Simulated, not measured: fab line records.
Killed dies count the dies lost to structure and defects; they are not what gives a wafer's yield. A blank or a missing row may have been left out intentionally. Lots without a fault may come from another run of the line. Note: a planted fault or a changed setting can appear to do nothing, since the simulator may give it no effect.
fab line records | flow n5-finfet
record lots=6 | wafers=18 | last-day=18
route steps=1938 shown BEOL_M8@1336 PASSIVATION@1936
lots that met no fault: from a run of the same line without faults
start-h: hours from the record's first day to the start of the lot's first wafer shown | wait-h: time in hours since the lot's previous step | " as in the row above | L1.1+2: a single row standing in for several wafers | - value missing, or start not given | * or withheld: withheld | < > ~ a bound
route shown NAME@n: a module of which the file shows steps, and the number in the route of the first | usual: mean/standard deviation taken from wafers without a fault | same: alike in all rows | chamber/n: place in a boat | sites: the reading at each site | _std_site: how widely they spread, as a standard deviation | _edge_site: outer sites' mean less inner sites' | radius-mm: for every site, how far away it sits from the centre of the wafer | mask NAME#n: copy n | behind: the tool/chamber that last shaped the wafer | hold: why the lot was held/for how many hours/how that ended | device: names the non-switching transistor (n, p or np) | end of line: the same wafers' tests at the end of the route | for a step that has no rows: nothing shown but its recipe | killed: at the first sort, the dies lost to defects and structure; wafer yield is something else | map: per-die view of a wafer (x killed, . not killed, _ where there is no die)
set.NAME: the run value of the setting; set.NAME@STEP: its run value at that earlier step | model.NAME: the simulator's own value behind a step, which no gauge read
a table for each step, a row for each wafer; lots at some steps of the route
services: from which hour (start-h, from the record's first day; less than 0 if before it) a tool's chamber was out of use, for how many hours, and why
## steps
# step N5_BEOL_M8_HM_DEP_02
# recipe material=TiN | target-thk-a=200 | temp-c=25 | chamber-pressure-pa=0.49996
# usual substrate-temp-c=25.00/0.11 | throttle-valve-pct=29.6/1
lot.wafer | tool           | chamber | start-h | wait-h | substrate-temp-c | throttle-valve-pct
L218.1    | pvd-sputter-03 | -       | 204.54  | 1.1    | 25.01            | 29.7
L218.2    | "              | -       | "       | "      | 24.89            | 29.4
L218.4    | "              | -       | "       | "      | 25.17            | 31.6
L222.1    | pvd-sputter-02 | -       | 226.79  | 1.8    | 25.11            | 29.7
L222.2    | "              | -       | "       | "      | 25.00            | 28.6
L222.5    | "              | -       | "       | "      | 24.83            | 29.8
L232.1    | pvd-sputter-02 | -       | 305.97  | 2.7    | 24.93            | 30.0
L232.2    | "              | -       | "       | "      | 25.03            | 27.8
L232.4    | "              | -       | "       | "      | 25.03            | 30.2
L235.3    | pvd-sputter-02 | -       | 315.69  | 0.5    | 25.11            | 27.8
L235.4    | "              | -       | "       | "      | 25.03            | 29.5
L235.5    | "              | -       | "       | "      | 25.22            | 27.7
L236.2    | pvd-sputter-01 | -       | 320.57  | 1.3    | 24.95            | 28.5
L236.4    | "              | -       | "       | "      | 24.93            | 29.4
L236.5    | "              | -       | "       | "      | 24.85            | 30.3
L239.2    | pvd-sputter-02 | -       | 349.13  | 0.8    | 24.93            | 29.6
L239.3    | "              | -       | "       | "      | 24.99            | 27.9
L239.4    | "              | -       | "       | "      | 24.87            | 28.8
# step N5_BEOL_M8_COAT_59
# recipe resist=SOC | temp-c=250 | time-s=60 | spin-rpm=1500 | resist-thk-nm=100
# step N5_BEOL_M8_COAT_60
# recipe resist=SiARC | temp-c=220 | time-s=60 | spin-rpm=1500 | resist-thk-nm=35
# step N5_BEOL_M8_COAT_05
# recipe resist=CAR-ArF | spin-rpm=1500 | resist-thk-nm=90
# step N5_BEOL_M8_EBR_07
# recipe solvent=PGMEA | ebr-width-mm=1.5
# step N5_BEOL_M8_SOFTBAKE_06
# recipe temp-c=110 | time-s=60 | resist=CAR-ArF
# step N5_BEOL_M8_EXPOSE_08
# recipe mask-id=M8 | na=1.35 | source-shape=dipole | sigma-inner=0.817 | sigma-outer=0.97 | polarization=te | dose-mj=68.25
# step N5_BEOL_M8_PEB_09
# recipe peb-temp-c=withheld | peb-time-s=60 | resist=CAR-ArF
# step N5_BEOL_M8_DEVELOP_10
# recipe develop-time-s=30 | developer=TMAH | resist=CAR-ArF | rinse-liquid=diw | dry=air-spin | dev-temp-c=23
# step N5_BEOL_M8_CD_MEAS_11
# recipe target-cd-nm=38.5 | landing-energy-ev=500 | detector=se-inlens | polarity=opening
# usual cd-nm=38.5/0.45
lot.wafer | tool      | chamber | start-h | wait-h | cd-nm
L218.1    | cd-sem-02 | 0       | 204.92  | -      | 38.2
L218.2    | "         | 0       | "       | "      | 38.5
L218.4    | "         | 0       | "       | "      | 38.0
L222.1    | cd-sem-02 | 0       | 227.17  | -      | 38.5
L222.2    | "         | 0       | "       | "      | 38.7
L222.5    | "         | 0       | "       | "      | 38.0
L232.1    | cd-sem-01 | 0       | 306.42  | -      | 37.8
L232.2    | "         | 0       | "       | "      | 37.9
L232.4    | "         | 0       | "       | "      | 38.0
L235.3    | cd-sem-01 | 0       | 316.07  | -      | 38.2
L235.4    | "         | 0       | "       | "      | 38.4
L235.5    | "         | 0       | "       | "      | 38.8
L236.2    | cd-sem-02 | 0       | 321.07  | -      | 37.9
L236.4    | "         | 0       | "       | "      | 38.1
L236.5    | "         | 0       | "       | "      | 37.9
L239.2    | cd-sem-01 | 0       | 349.53  | -      | 38.5
L239.3    | "         | 0       | "       | "      | 38.6
L239.4    | "         | 0       | "       | "      | 38.4
# step N5_BEOL_M8_OVL_MEAS_12
# recipe points-per-wafer=44
# usual M8_OVL=0.2/0.83
# same points-per-wafer=44
lot.wafer | tool       | chamber | start-h | wait-h | M8_OVL[nm]
L218.1    | overlay-02 | 0       | 204.95  | 0.0    | 1.5
L218.2    | "          | 0       | "       | "      | -0.7
L218.4    | "          | 0       | "       | "      | 0.5
L222.1    | overlay-01 | 0       | 227.20  | 0.0    | 0.4
L222.2    | "          | 0       | "       | "      | 0.8
L222.5    | "          | 0       | "       | "      | 0.6
L232.1    | overlay-02 | 0       | 306.45  | 0.0    | 0.7
L232.2    | "          | 0       | "       | "      | 0.3
L232.4    | "          | 0       | "       | "      | -0.7
L235.3    | overlay-01 | 0       | 316.09  | 0.0    | -0.1
L235.4    | "          | 0       | "       | "      | 0.0
L235.5    | "          | 0       | "       | "      | -0.8
L236.2    | overlay-01 | 0       | 321.10  | 0.0    | 0.0
L236.4    | "          | 0       | "       | "      | 0.0
L236.5    | "          | 0       | "       | "      | -0.8
L239.2    | overlay-01 | 0       | 349.56  | 0.0    | -0.2
L239.3    | "          | 0       | "       | "      | 0.0
L239.4    | "          | 0       | "       | "      | 0.6
# step N5_BEOL_M8_INSPECT_13
# recipe mode=adi | inspect-instrument=brightfield
# usual raw-defect-count=398/94
lot.wafer | tool              | chamber | start-h | wait-h | raw-defect-count
L218.1    | defect-inspect-01 | -       | 204.98  | 0.0    | 415
L218.2    | "                 | -       | "       | "      | 312
L218.4    | "                 | -       | "       | "      | 455
L222.1    | defect-inspect-01 | -       | 227.22  | 0.0    | 515
L222.2    | "                 | -       | "       | "      | 617
L222.5    | "                 | -       | "       | "      | 328
L232.1    | defect-inspect-01 | -       | 306.47  | 0.0    | 408
L232.2    | "                 | -       | "       | "      | 338
L232.4    | "                 | -       | "       | "      | 296
L235.3    | defect-inspect-02 | -       | 316.12  | 0.0    | 371
L235.4    | "                 | -       | "       | "      | 358
L235.5    | "                 | -       | "       | "      | 353
L236.2    | defect-inspect-01 | -       | 321.12  | 0.0    | 428
L236.4    | "                 | -       | "       | "      | 416
L236.5    | "                 | -       | "       | "      | 442
L239.2    | defect-inspect-01 | -       | 349.59  | 0.0    | 434
L239.3    | "                 | -       | "       | "      | 325
L239.4    | "                 | -       | "       | "      | 361
# step N5_BEOL_M8_DESCUM_16
# recipe chemistry=O2 | time-s=7.9 | source-power-w=50 | bias-power-w=20 | pressure-mtorr=20 | rf-frequency-hz=2.712e+07 | temp-c=40 | resist=CAR-ArF | o2-flow-sccm=225
# usual drypump-motor-current-A=5.7/0.33 | oes-product-au=0.80/0.084 | rf-vpp-V=243.2/1.3 | showerhead-plenum-p-Torr=2.09/0.073 | throttle-valve-pct=20.31/0.15
lot.wafer | tool        | chamber | start-h | wait-h | drypump-motor-current-A | oes-product-au | rf-hours-counter-h | rf-vpp-V | showerhead-plenum-p-Torr | throttle-valve-pct | model.CAR-ArF_of_BEOL_M8_COAT_05.thk-nm
L218.1    | rie-diel-02 | 2       | 205.21  | 0.2    | 5.6                     | 0.87           | 48                 | 242.6    | 2.04                     | 20.16              | 83.8
L218.2    | "           | 1       | "       | "      | 5.8                     | 0.90           | 27                 | 242.5    | 2.05                     | 20.19              | 84
L218.4    | "           | 3       | "       | "      | 5.2                     | 0.74           | 195                | 244.1    | 2.17                     | 20.30              | 84
L222.1    | rie-diel-01 | 1       | 227.25  | 0.0    | 5.6                     | 0.67           | 246                | 241.8    | 2.07                     | 20.97              | 83.4
L222.2    | "           | 2       | "       | "      | 5.7                     | 0.84           | 72                 | 242.4    | 2.05                     | 20.08              | 83.2
L222.5    | "           | 1       | "       | "      | 5.5                     | 0.67           | -                  | 244.2    | 2.07                     | 20.98              | 83.2
L232.1    | rie-diel-02 | 0       | 306.60  | 0.1    | 5.9                     | 0.70           | 212                | 244.0    | 2.17                     | 20.31              | 83.6
L232.2    | "           | 3       | "       | "      | 5.2                     | 0.70           | 232                | 244.6    | 2.15                     | 20.34              | 85
L232.4    | "           | 1       | "       | "      | 5.8                     | 0.84           | 64                 | 242.7    | 2.04                     | 20.25              | 85
L235.3    | rie-diel-02 | 3       | 316.25  | 0.1    | 5.2                     | 0.69           | 236                | 244.0    | 2.15                     | 20.36              | 83.4
L235.4    | "           | 0       | "       | "      | 5.8                     | 0.68           | 215                | 243.8    | 2.16                     | 20.31              | 85.2
L235.5    | "           | 2       | "       | "      | 5.7                     | 0.81           | -                  | 243.2    | 2.02                     | 20.22              | 85.6
L236.2    | rie-diel-01 | 0       | 321.37  | 0.2    | 5.1                     | 0.87           | 48                 | 242.4    | 2.03                     | 20.31              | 83.2
L236.4    | "           | 1       | "       | "      | 5.5                     | 0.91           | 19                 | 242.7    | 2.06                     | 20.65              | 83.2
L236.5    | "           | 3       | "       | "      | 6.4                     | 0.87           | -                  | 240.8    | 2.04                     | 20.29              | 82.8
L239.2    | rie-diel-06 | 3       | 349.73  | 0.1    | 6.2                     | 0.92           | 28                 | 243.6    | 2.23                     | 20.21              | 83.4
L239.3    | "           | 2       | "       | "      | 5.7                     | 0.82           | 77                 | 242.2    | 2.02                     | 20.28              | 83.2
L239.4    | "           | 1       | "       | "      | 5.6                     | 0.70           | 230                | 242.3    | 2.06                     | 20.36              | 83.6
# step N5_BEOL_M8_ETCH_61
# recipe chemistry=CF4 | target=SiARC | target-depth-a=455 | mask-material=CAR-ArF | time-s=75.8 | ion-energy-ev=80 | pressure-mtorr=40 | source-w=545 | bias-w=36 | Ar_flow_sccm=100 | cf4-flow-sccm=100 | ends=cleared
# usual drypump-motor-current-A=5.7/0.33 | etch-rf-on-time-s=74.9/1 | oes-product-au=0.69/0.071 | rf-vpp-V=184.0/1.2 | showerhead-plenum-p-Torr=2.14/0.068 | throttle-valve-pct=15.48/0.15
lot.wafer | tool        | chamber | start-h | wait-h | drypump-motor-current-A | etch-rf-on-time-s | oes-product-au | rf-hours-counter-h | rf-vpp-V | showerhead-plenum-p-Torr | throttle-valve-pct | model.CAR-ArF_of_BEOL_M8_COAT_05.thk-nm
L218.1    | rie-diel-02 | 2       | 205.24  | 0.0    | 5.7                     | 73.8              | 0.74           | 48                 | 184.4    | 2.09                     | 15.31              | 51.4
L218.2    | "           | 1       | "       | "      | 5.8                     | 75.0              | 0.76           | 27                 | 184.1    | 2.10                     | 15.34              | 51.4
L218.4    | "           | 3       | "       | "      | 5.2                     | 73.9              | 0.63           | 195                | 185.7    | 2.21                     | 15.52              | 51.4
L222.1    | rie-diel-01 | 1       | 227.29  | 0.0    | 5.5                     | 77.0              | 0.58           | 246                | 183.8    | 2.11                     | 16.12              | 50.8
L222.2    | "           | 2       | "       | "      | 5.7                     | 75.6              | 0.72           | 72                 | 182.7    | 2.09                     | 15.19              | 50.6
L222.5    | "           | 1       | "       | "      | 5.6                     | 76.9              | 0.57           | -                  | 184.5    | 2.11                     | 16.12              | 50.8
L232.1    | rie-diel-02 | 0       | 306.63  | 0.0    | 5.9                     | 74.4              | 0.59           | 212                | 185.9    | 2.20                     | 15.47              | 51
L232.2    | "           | 3       | "       | "      | 5.2                     | 74.8              | 0.60           | 233                | 186.0    | 2.20                     | 15.60              | 52.4
L232.4    | "           | 1       | "       | "      | 5.8                     | 75.3              | 0.71           | 64                 | 182.6    | 2.09                     | 15.41              | 52.4
L235.3    | rie-diel-02 | 3       | 316.29  | 0.0    | 5.2                     | 75.5              | 0.59           | 236                | 186.8    | 2.20                     | 15.61              | 50.8
L235.4    | "           | 0       | "       | "      | 5.9                     | 75.1              | 0.59           | 215                | 184.3    | 2.20                     | 15.48              | 52.6
L235.5    | "           | 2       | "       | "      | 5.7                     | 74.3              | 0.70           | -                  | 183.8    | 2.08                     | 15.42              | 53
L236.2    | rie-diel-01 | 0       | 321.40  | 0.0    | 5.2                     | 73.9              | 0.76           | 48                 | 183.6    | 2.09                     | 15.47              | 50.4
L236.4    | "           | 1       | "       | "      | 5.6                     | 75.0              | 0.77           | 19                 | 182.1    | 2.10                     | 15.68              | 50.4
L236.5    | "           | 3       | "       | "      | 6.4                     | 75.0              | 0.74           | -                  | 182.4    | 2.09                     | 15.42              | 50.2
L239.2    | rie-diel-06 | 3       | 349.76  | 0.0    | 6.1                     | 74.7              | 0.79           | 28                 | 186.0    | 2.27                     | 15.35              | 50.8
L239.3    | "           | 2       | "       | "      | 5.7                     | 74.0              | 0.71           | 77                 | 183.5    | 2.08                     | 15.49              | 50.6
L239.4    | "           | 1       | "       | "      | 5.6                     | 76.5              | 0.59           | 230                | 184.0    | 2.11                     | 15.62              | 51
# step N5_BEOL_M8_ETCH_62
# recipe chemistry=N2/H2 | target=SOC | target-depth-a=1100 | overetch-a=220 | mask-material=SiARC | temp-c=40 | time-s=165 | ion-energy-ev=200 | pressure-mtorr=30 | source-w=840 | bias-w=150 | n2-flow-sccm=200 | h2-flow-sccm=200
# usual drypump-motor-current-A=5.7/0.33 | oes-product-au=0.68/0.068 | rf-vpp-V=523.6/2.6 | showerhead-plenum-p-Torr=2.54/0.087 | throttle-valve-pct=17.71/0.14
lot.wafer | tool        | chamber | start-h | wait-h | drypump-motor-current-A | oes-product-au | rf-hours-counter-h | rf-vpp-V | showerhead-plenum-p-Torr | throttle-valve-pct
L218.1    | rie-diel-02 | 2       | 205.30  | 0.0    | 5.7                     | 0.73           | 48                 | 520.5    | 2.48                     | 17.62
L218.2    | "           | 1       | "       | "      | 5.8                     | 0.75           | 27                 | 522.3    | 2.49                     | 17.59
L218.4    | "           | 3       | "       | "      | 5.2                     | 0.61           | 195                | 526.7    | 2.64                     | 17.73
L222.1    | rie-diel-01 | 1       | 227.35  | 0.0    | 5.5                     | 0.58           | 246                | 523.1    | 2.50                     | 18.25
L222.2    | "           | 2       | "       | "      | 5.7                     | 0.71           | 72                 | 521.0    | 2.47                     | 17.44
L222.5    | "           | 1       | "       | "      | 5.5                     | 0.58           | -                  | 523.1    | 2.50                     | 18.25
L232.1    | rie-diel-02 | 0       | 306.69  | 0.0    | 5.9                     | 0.58           | 212                | 525.3    | 2.62                     | 17.68
L232.2    | "           | 3       | "       | "      | 5.2                     | 0.58           | 233                | 525.7    | 2.62                     | 17.79
L232.4    | "           | 1       | "       | "      | 5.9                     | 0.70           | 64                 | 523.0    | 2.48                     | 17.67
L235.3    | rie-diel-02 | 3       | 316.34  | 0.0    | 5.2                     | 0.59           | 236                | 525.6    | 2.62                     | 17.80
L235.4    | "           | 0       | "       | "      | 5.9                     | 0.58           | 215                | 525.3    | 2.61                     | 17.69
L235.5    | "           | 2       | "       | "      | 5.7                     | 0.69           | -                  | 521.2    | 2.47                     | 17.69
L236.2    | rie-diel-01 | 0       | 321.46  | 0.0    | 5.2                     | 0.73           | 48                 | 522.7    | 2.47                     | 17.73
L236.4    | "           | 1       | "       | "      | 5.5                     | 0.76           | 19                 | 522.6    | 2.49                     | 17.87
L236.5    | "           | 3       | "       | "      | 6.4                     | 0.74           | -                  | 521.7    | 2.48                     | 17.59
L239.2    | rie-diel-06 | 3       | 349.82  | 0.0    | 6.2                     | 0.77           | 28                 | 528.6    | 2.71                     | 17.71
L239.3    | "           | 2       | "       | "      | 5.7                     | 0.69           | 77                 | 521.8    | 2.46                     | 17.66
L239.4    | "           | 1       | "       | "      | 5.6                     | 0.59           | 230                | 523.0    | 2.50                     | 17.72
# step N5_PASSIVATION_PROBE_49
# usual defect-limited-yield=90.9/1.3 | killed_at_M0_to_M3=35/10 | killed_at_M4_up=15/5.7 | killed-at-contacts=14/6.4 | killed-at-front-end=40/11 | killed-at-other=4/3.1 | killed-dies=108/16 | killed-on-rim=14/3.6 | killed-open=71/11 | killed-short=34/7.7 | sort_bin_5_function=5.4/0.9 | sort_bin_6_memory=3.4/0.61 | sort-n-pass=1072/16 | sort-yield-pct=90.9/1.3
# same gross-dies=1180 | killed-at-back-side=0 | sort_bin_4_leakage[%]=0 | sort_bin_8_speed[%]=0
lot.wafer | tool      | chamber | start-h | wait-h | defect-limited-yield[%] | killed_at_M0_to_M3 | killed_at_M4_up | killed-at-contacts | killed-at-front-end | killed-at-other | killed-dies | killed-on-rim | killed-open | killed-short | sort_bin_5_function[%] | sort_bin_6_memory[%] | sort-n-pass | sort-yield-pct[%]
L222.1    | prober-01 | -       | 295.33  | 0.0    | 92.5                    | 32                 | 15              | 8                  | 34                  | 0               | 89          | 11            | 64          | 25           | 4.7                    | 2.7                  | 1091        | 92.5
L222.2    | prober-01 | -       | 295.38  | 0.1    | 91.0                    | 34                 | 20              | 7                  | 41                  | 4               | 106         | 16            | 73          | 32           | 5.8                    | 3.0                  | 1074        | 91.0
L222.5    | prober-01 | -       | 295.53  | 0.2    | 90.3                    | 48                 | 27              | 15                 | 22                  | 2               | 114         | 12            | 91          | 22           | 5.4                    | 4.0                  | 1066        | 90.3
# killed by level:class
L222.1 BEOL_M4:geometric-particle:open=10 BEOL_M3:geometric-particle:open=9 STI_FIN_REVEAL:geometric-particle:open=7 FIN_SAQP:geometric-particle:open=6 MOL_CONTACT_COAG:geometric-particle:open=6 BEOL_M2:geometric-particle:open=6 BEOL_M1:geometric-particle:open=5 ILD0:geometric-particle:open=4
L222.2 FIN_SAQP:geometric-particle:open=15 BEOL_M4:geometric-particle:open=12 FIN_SAQP:geometric-particle:short=11 BEOL_M1:geometric-particle:open=8 BEOL_M3:geometric-particle:open=8 MOL_CONTACT_COAG:geometric-particle:open=6 BEOL_M0_SAQP:geometric-particle:short=6 BEOL_M2:geometric-particle:open=4
L222.5 BEOL_M4:geometric-particle:open=16 BEOL_M2:geometric-particle:open=15 MOL_CONTACT_COAG:geometric-particle:open=11 FIN_SAQP:geometric-particle:open=8 BEOL_M3:geometric-particle:open=8 BEOL_M1:geometric-particle:open=8 BEOL_M3:geometric-particle:short=7 STI_FIN_REVEAL:geometric-particle:open=5
## services
tool        | chamber | start-h | hours | kind
rie-diel-06 | 1       | 183.55  | 8.8   | repair
rie-diel-02 | 0       | 212.15  | 22.1  | repair
rie-diel-06 | 3       | 215.95  | 2.9   | repair
rie-diel-01 | 1       | 240.61  | -     | clean
rie-diel-01 | 1       | 240.61  | -     | consumable-replace:focus-ring
rie-diel-01 | 1       | 240.61  | 16.8  | scheduled-down
rie-diel-01 | 1       | 240.61  | 16.8  | vent-cycle
rie-diel-06 | 3       | 242.73  | -     | clean
rie-diel-06 | 3       | 242.73  | -     | consumable-replace:focus-ring
rie-diel-06 | 3       | 242.73  | -     | consumable-replace:showerhead
rie-diel-02 | 2       | 281.00  | 6.7   | repair
rie-diel-01 | 2       | 307.95  | 1.8   | repair
## key
first-sign none at tools or gauges
model-effect step=N5_BEOL_M8_DESCUM_16 | value=CAR-ArF_of_BEOL_M8_COAT_05.thk-nm | without=83.4 | struck=85.2
model-effect step=N5_BEOL_M8_ETCH_61 | value=CAR-ArF_of_BEOL_M8_COAT_05.thk-nm | without=50.8 | struck=52.6
met-at N5_BEOL_M8_DESCUM_16
struck-wafers L232.2,L232.4,L235.4,L235.5
onset-between 205.21 306.60
fault kind=process-parameter-drift | tool=rie-diel-02 | chamber=- | onset-h=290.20 | steps=N5_BEOL_M8_DESCUM_16 | channel=time-s | offset=* | shape=step | end-h=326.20 | scope=struck-wafers-only | acts-in=* | stated=*
